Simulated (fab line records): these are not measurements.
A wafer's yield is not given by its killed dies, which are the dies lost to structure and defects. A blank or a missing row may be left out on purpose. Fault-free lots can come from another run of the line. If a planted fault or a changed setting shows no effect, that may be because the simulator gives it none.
Which tool was responsible? / flow nand-harc / Sampling: 24 lots, 72 wafers, 4 of 1302 route steps

== WHAT THE GAUGES READ, wafer by wafer ==
NHARC_P_M0_OVL_MEAS_10: pitch 180 nm.
lot=L074; measured=day 6 09:11; on=overlay-02; overlay-x-nm (nm)=-0.9 -0.8 -0.5; overlay-y-nm (nm)=1.1 0.7 0.7
lot=L075; measured=day 6 09:56; on=overlay-01; overlay-x-nm (nm)=0.5 0.3 0.6; overlay-y-nm (nm)=1.1 0.7 0.7
lot=L076; measured=day 7 01:46; on=overlay-02; overlay-x-nm (nm)=0.2 -0.3 0.2; overlay-y-nm (nm)=-0.9 -0.7 -1.0
lot=L077; measured=day 7 03:29; on=overlay-01; overlay-x-nm (nm)=-2.2 -1.6 -1.6; overlay-y-nm (nm)=-1.2 -1.2 -1.5
lot=L078; measured=day 7 19:57; on=overlay-01; overlay-x-nm (nm)=0.4 0.3 0.3; overlay-y-nm (nm)=-0.3 -0.3 -0.5
lot=L079; measured=day 8 04:25; on=overlay-01; overlay-x-nm (nm)=0.7 0.5 0.1; overlay-y-nm (nm)=-0.9 0.1 -0.4
lot=L080; measured=day 8 23:58; on=overlay-01; overlay-x-nm (nm)=-0.9 -0.7 -0.6; overlay-y-nm (nm)=0.0 0.5 0.3
lot=L081; measured=day 9 00:31; on=overlay-01; overlay-x-nm (nm)=0.3 0.6 0.9; overlay-y-nm (nm)=2.0 2.2 1.7
lot=L082; measured=day 9 13:05; on=overlay-02; overlay-x-nm (nm)=-0.6 -0.8 -0.5; overlay-y-nm (nm)=-0.2 0.5 -0.1
lot=L083; measured=day 9 17:31; on=overlay-01; overlay-x-nm (nm)=0.5 0.4 0.4; overlay-y-nm (nm)=0.7 0.5 1.1
lot=L084; measured=day 10 02:21; on=overlay-02; overlay-x-nm (nm)=-0.6 -0.5 0.0; overlay-y-nm (nm)=0.4 -0.1 -0.1
lot=L085; measured=day 10 13:22; on=overlay-02; overlay-x-nm (nm)=-1.4 -1.3 -1.3; overlay-y-nm (nm)=0.0 -0.2 -0.3
lot=L086; measured=day 10 19:51; on=overlay-02; overlay-x-nm (nm)=0.4 0.6 0.3; overlay-y-nm (nm)=-0.9 -1.2 -1.4
lot=L087; measured=day 11 13:37; on=overlay-01; overlay-x-nm (nm)=0.5 0.5 0.1; overlay-y-nm (nm)=-0.4 -0.1 -0.2
lot=L088; measured=day 12 02:53; on=overlay-02; overlay-x-nm (nm)=-0.7 -1.0 -0.7; overlay-y-nm (nm)=-0.2 -0.3 -0.3
lot=L089; measured=day 12 03:49; on=overlay-01; overlay-x-nm (nm)=-0.8 -0.6 -0.3; overlay-y-nm (nm)=0.2 0.1 0.3
lot=L090; measured=day 12 18:22; on=overlay-01; overlay-x-nm (nm)=0.8 0.1 0.8; overlay-y-nm (nm)=0.5 0.4 -0.2
lot=L091; measured=day 12 22:43; on=overlay-01; overlay-x-nm (nm)=0.3 0.2 0.0; overlay-y-nm (nm)=1.5 1.0 1.5
lot=L092; measured=day 13 14:43; on=overlay-02; overlay-x-nm (nm)=0.6 0.3 -0.1; overlay-y-nm (nm)=-0.2 -1.1 -0.6
lot=L093; measured=day 13 22:35; on=overlay-02; overlay-x-nm (nm)=1.0 1.1 0.8; overlay-y-nm (nm)=0.3 0.3 0.4
lot=L094; measured=day 14 10:50; on=overlay-02; overlay-x-nm (nm)=0.4 0.1 0.6; overlay-y-nm (nm)=-0.9 -0.6 0.2
lot=L095; measured=day 15 09:25; on=overlay-01; overlay-x-nm (nm)=-0.3 -1.1 -0.4; overlay-y-nm (nm)=-2.0 -2.2 -2.5
lot=L096; measured=day 15 11:41; on=overlay-02; overlay-x-nm (nm)=-0.6 -0.6 -0.4; overlay-y-nm (nm)=0.7 0.8 0.1
lot=L097; measured=day 15 21:18; on=overlay-02; overlay-x-nm (nm)=-1.4 -1.0 -1.1; overlay-y-nm (nm)=-1.1 -0.7 -1.3

NHARC_P_M1_CD_MEAS_16.
lot=L074; measured=day 6 13:45; on=cd-sem-03; cd-nm (nm)=130.2 130.1 129.2
lot=L075; measured=day 6 14:19; on=cd-sem-02; cd-nm (nm)=130.0 129.4 130.0
lot=L076; measured=day 7 06:16; on=cd-sem-01; cd-nm (nm)=130.0 129.3 132.0
lot=L077; measured=day 7 07:48; on=cd-sem-03; cd-nm (nm)=130.8 129.4 130.2
lot=L078; measured=day 8 00:32; on=cd-sem-01; cd-nm (nm)=129.4 130.9 130.3
lot=L079; measured=day 8 08:59; on=cd-sem-01; cd-nm (nm)=128.8 126.7 129.5
lot=L080; measured=day 9 04:16; on=cd-sem-03; cd-nm (nm)=130.1 128.8 128.7
lot=L081; measured=day 9 05:17; on=cd-sem-02; cd-nm (nm)=127.5 129.5 130.2
lot=L082; measured=day 9 17:35; on=cd-sem-02; cd-nm (nm)=130.2 130.2 130.6
lot=L083; measured=day 9 22:09; on=cd-sem-01; cd-nm (nm)=131.8 130.8 130.5
lot=L084; measured=day 10 06:49; on=cd-sem-02; cd-nm (nm)=131.0 129.8 128.4
lot=L085; measured=day 10 17:49; on=cd-sem-01; cd-nm (nm)=129.9 131.0 129.4
lot=L086; measured=day 11 00:28; on=cd-sem-02; cd-nm (nm)=130.9 129.7 130.1
lot=L087; measured=day 11 18:14; on=cd-sem-02; cd-nm (nm)=130.0 129.9 131.0
lot=L088; measured=day 12 07:15; on=cd-sem-02; cd-nm (nm)=131.2 131.3 130.3
lot=L089; measured=day 12 08:24; on=cd-sem-02; cd-nm (nm)=129.3 131.7 129.5
lot=L090; measured=day 12 22:50; on=cd-sem-01; cd-nm (nm)=130.7 128.9 130.6
lot=L091; measured=day 13 03:24; on=cd-sem-03; cd-nm (nm)=131.3 131.9 130.6
lot=L092; measured=day 13 19:14; on=cd-sem-03; cd-nm (nm)=129.8 128.9 129.8
lot=L093; measured=day 14 03:01; on=cd-sem-02; cd-nm (nm)=128.7 130.9 130.9
lot=L094; measured=day 14 15:26; on=cd-sem-03; cd-nm (nm)=131.5 131.4 133.2
lot=L095; measured=day 15 13:54; on=cd-sem-03; cd-nm (nm)=130.1 131.0 131.6
lot=L096; measured=day 15 16:07; on=cd-sem-02; cd-nm (nm)=131.7 129.1 129.4
lot=L097; measured=day 16 01:37; on=cd-sem-03; cd-nm (nm)=129.9 128.3 129.7

== TOOL THAT RAN EACH LOT (tool first, then ch and the chambers of the sampled wafers, then the start) ==
lot=L074; NHARC_P_M0_DEGAS_28=pvd-sputter-01, day 6 10:18; NHARC_P_M0_PVD_21=pvd-sputter-01, day 6 13:45 or earlier
lot=L075; NHARC_P_M0_DEGAS_28=pvd-sputter-02, day 6 10:57; NHARC_P_M0_PVD_21=pvd-sputter-02, day 6 14:19 or earlier
lot=L076; NHARC_P_M0_DEGAS_28=pvd-sputter-01, day 7 02:50; NHARC_P_M0_PVD_21=pvd-sputter-01, day 7 06:16 or earlier
lot=L077; NHARC_P_M0_DEGAS_28=pvd-sputter-02, day 7 04:31; NHARC_P_M0_PVD_21=pvd-sputter-02, day 7 07:48 or earlier
lot=L078; NHARC_P_M0_DEGAS_28=pvd-sputter-03, day 7 21:01; NHARC_P_M0_PVD_21=pvd-sputter-03, day 8 00:32 or earlier
lot=L079; NHARC_P_M0_DEGAS_28=pvd-sputter-03, day 8 05:32; NHARC_P_M0_PVD_21=pvd-sputter-03, day 8 08:59 or earlier
lot=L080; NHARC_P_M0_DEGAS_28=pvd-sputter-01, day 9 00:59; NHARC_P_M0_PVD_21=pvd-sputter-01, day 9 04:16 or earlier
lot=L081; NHARC_P_M0_DEGAS_28=pvd-sputter-02, day 9 01:33; NHARC_P_M0_PVD_21=pvd-sputter-02, day 9 05:17 or earlier
lot=L082; NHARC_P_M0_DEGAS_28=pvd-sputter-02, day 9 14:07; NHARC_P_M0_PVD_21=pvd-sputter-02, day 9 17:35 or earlier
lot=L083; NHARC_P_M0_DEGAS_28=pvd-sputter-02, day 9 18:31; NHARC_P_M0_PVD_21=pvd-sputter-02, day 9 22:09 or earlier
lot=L084; NHARC_P_M0_DEGAS_28=pvd-sputter-01, day 10 03:22; NHARC_P_M0_PVD_21=pvd-sputter-01, day 10 06:49 or earlier
lot=L085; NHARC_P_M0_DEGAS_28=pvd-sputter-03, day 10 14:22; NHARC_P_M0_PVD_21=pvd-sputter-03, day 10 17:49 or earlier
lot=L086; NHARC_P_M0_DEGAS_28=pvd-sputter-02, day 10 21:01; NHARC_P_M0_PVD_21=pvd-sputter-02, day 11 00:28 or earlier
lot=L087; NHARC_P_M0_DEGAS_28=pvd-sputter-03, day 11 14:46; NHARC_P_M0_PVD_21=pvd-sputter-03, day 11 18:14 or earlier
lot=L088; NHARC_P_M0_DEGAS_28=pvd-sputter-01, day 12 03:55; NHARC_P_M0_PVD_21=pvd-sputter-01, day 12 07:15 or earlier
lot=L089; NHARC_P_M0_DEGAS_28=pvd-sputter-02, day 12 04:49; NHARC_P_M0_PVD_21=pvd-sputter-02, day 12 08:24 or earlier
lot=L090; NHARC_P_M0_DEGAS_28=pvd-sputter-03, day 12 19:23; NHARC_P_M0_PVD_21=pvd-sputter-03, day 12 22:50 or earlier
lot=L091; NHARC_P_M0_DEGAS_28=pvd-sputter-01, day 12 23:47; NHARC_P_M0_PVD_21=pvd-sputter-01, day 13 03:24 or earlier
lot=L092; NHARC_P_M0_DEGAS_28=pvd-sputter-02, day 13 15:46; NHARC_P_M0_PVD_21=pvd-sputter-02, day 13 19:14 or earlier
lot=L093; NHARC_P_M0_DEGAS_28=pvd-sputter-01, day 13 23:36; NHARC_P_M0_PVD_21=pvd-sputter-01, day 14 03:01 or earlier
lot=L094; NHARC_P_M0_DEGAS_28=pvd-sputter-01, day 14 12:01; NHARC_P_M0_PVD_21=pvd-sputter-01, day 14 15:26 or earlier
lot=L095; NHARC_P_M0_DEGAS_28=pvd-sputter-02, day 15 10:26; NHARC_P_M0_PVD_21=pvd-sputter-02, day 15 13:54 or earlier
lot=L096; NHARC_P_M0_DEGAS_28=pvd-sputter-02, day 15 12:41; NHARC_P_M0_PVD_21=pvd-sputter-02, day 15 16:07 or earlier
lot=L097; NHARC_P_M0_DEGAS_28=pvd-sputter-02, day 15 22:19; NHARC_P_M0_PVD_21=pvd-sputter-02, day 16 01:37 or earlier
- NHARC_P_M0_DEGAS_28: time 60 s.
- NHARC_P_M0_PVD_21: deposits Cu, target thk 30 nm, time 20.49 s.

== AS READ BY THE TOOLS THEMSELVES (means over the sampled wafers that have a number; for cases with no such wafer, the mark the record gives instead) ==
NHARC_P_M0_DEGAS_28.
lot=L074; tool=pvd-sputter-01; heater-power-w (W)=352
lot=L075; tool=pvd-sputter-02; heater-power-w (W)=301
lot=L076; tool=pvd-sputter-01; heater-power-w (W)=364
lot=L077; tool=pvd-sputter-02; heater-power-w (W)=307
lot=L078; tool=pvd-sputter-03; heater-power-w (W)=349
lot=L079; tool=pvd-sputter-03; heater-power-w (W)=321
lot=L080; tool=pvd-sputter-01; heater-power-w (W)=353
lot=L081; tool=pvd-sputter-02; heater-power-w (W)=317
lot=L082; tool=pvd-sputter-02; heater-power-w (W)=309
lot=L083; tool=pvd-sputter-02; heater-power-w (W)=291
lot=L084; tool=pvd-sputter-01; heater-power-w (W)=345
lot=L085; tool=pvd-sputter-03; heater-power-w (W)=352
lot=L086; tool=pvd-sputter-02; heater-power-w (W)=340
lot=L087; tool=pvd-sputter-03; heater-power-w (W)=322
lot=L088; tool=pvd-sputter-01; heater-power-w (W)=336
lot=L089; tool=pvd-sputter-02; heater-power-w (W)=307
lot=L090; tool=pvd-sputter-03; heater-power-w (W)=343
lot=L091; tool=pvd-sputter-01; heater-power-w (W)=361
lot=L092; tool=pvd-sputter-02; heater-power-w (W)=312
lot=L093; tool=pvd-sputter-01; heater-power-w (W)=350
lot=L094; tool=pvd-sputter-01; heater-power-w (W)=329
lot=L095; tool=pvd-sputter-02; heater-power-w (W)=312
lot=L096; tool=pvd-sputter-02; heater-power-w (W)=308
lot=L097; tool=pvd-sputter-02; heater-power-w (W)=319

NHARC_P_M0_PVD_21.
lot=L074; tool=pvd-sputter-01; throttle-valve-pct (%)=29.9
lot=L075; tool=pvd-sputter-02; throttle-valve-pct (%)=30.0
lot=L076; tool=pvd-sputter-01; throttle-valve-pct (%)=30.2
lot=L077; tool=pvd-sputter-02; throttle-valve-pct (%)=30.0
lot=L078; tool=pvd-sputter-03; throttle-valve-pct (%)=30.1
lot=L079; tool=pvd-sputter-03; throttle-valve-pct (%)=29.5
lot=L080; tool=pvd-sputter-01; throttle-valve-pct (%)=30.7
lot=L081; tool=pvd-sputter-02; throttle-valve-pct (%)=30.3
lot=L082; tool=pvd-sputter-02; throttle-valve-pct (%)=30.2
lot=L083; tool=pvd-sputter-02; throttle-valve-pct (%)=30.2
lot=L084; tool=pvd-sputter-01; throttle-valve-pct (%)=31.5
lot=L085; tool=pvd-sputter-03; throttle-valve-pct (%)=29.7
lot=L086; tool=pvd-sputter-02; throttle-valve-pct (%)=29.7
lot=L087; tool=pvd-sputter-03; throttle-valve-pct (%)=29.9
lot=L088; tool=pvd-sputter-01; throttle-valve-pct (%)=30.3
lot=L089; tool=pvd-sputter-02; throttle-valve-pct (%)=30.1
lot=L090; tool=pvd-sputter-03; throttle-valve-pct (%)=29.9
lot=L091; tool=pvd-sputter-01; throttle-valve-pct (%)=30.9
lot=L092; tool=pvd-sputter-02; throttle-valve-pct (%)=29.8
lot=L093; tool=pvd-sputter-01; throttle-valve-pct (%)=30.4
lot=L094; tool=pvd-sputter-01; throttle-valve-pct (%)=30.9
lot=L095; tool=pvd-sputter-02; throttle-valve-pct (%)=29.6
lot=L096; tool=pvd-sputter-02; throttle-valve-pct (%)=29.5
lot=L097; tool=pvd-sputter-02; throttle-valve-pct (%)=29.5

== THE ANSWER, worked out from the rows above alone ==
Rule: usual is defined by the lots themselves. Put in order of their means at a reading, lots are off if they are a third of the lots or fewer, leave a main group of 4 or more, and stand apart from it by a gap of 3 or more times the standard deviation of the main group's means; of several such gaps the widest counts. The tables above print the reading to a certain number of digits; a main group whose means all agree to those digits is not used. Also off: a lot with no number at a reading for which 4 or more lots have one. All remaining lots with rows at the step are treated as sound. First the gauges in route order, then the tools' own readings, where a lot's mean is used as printed above. At the first step where some lot is off, the reading lying furthest off is the one used; lots without a number count as furthest.
Across all readings shown, no lot is off: no conclusion can be drawn from this.

== WHAT THE SIMULATOR HAD INSERTED ==
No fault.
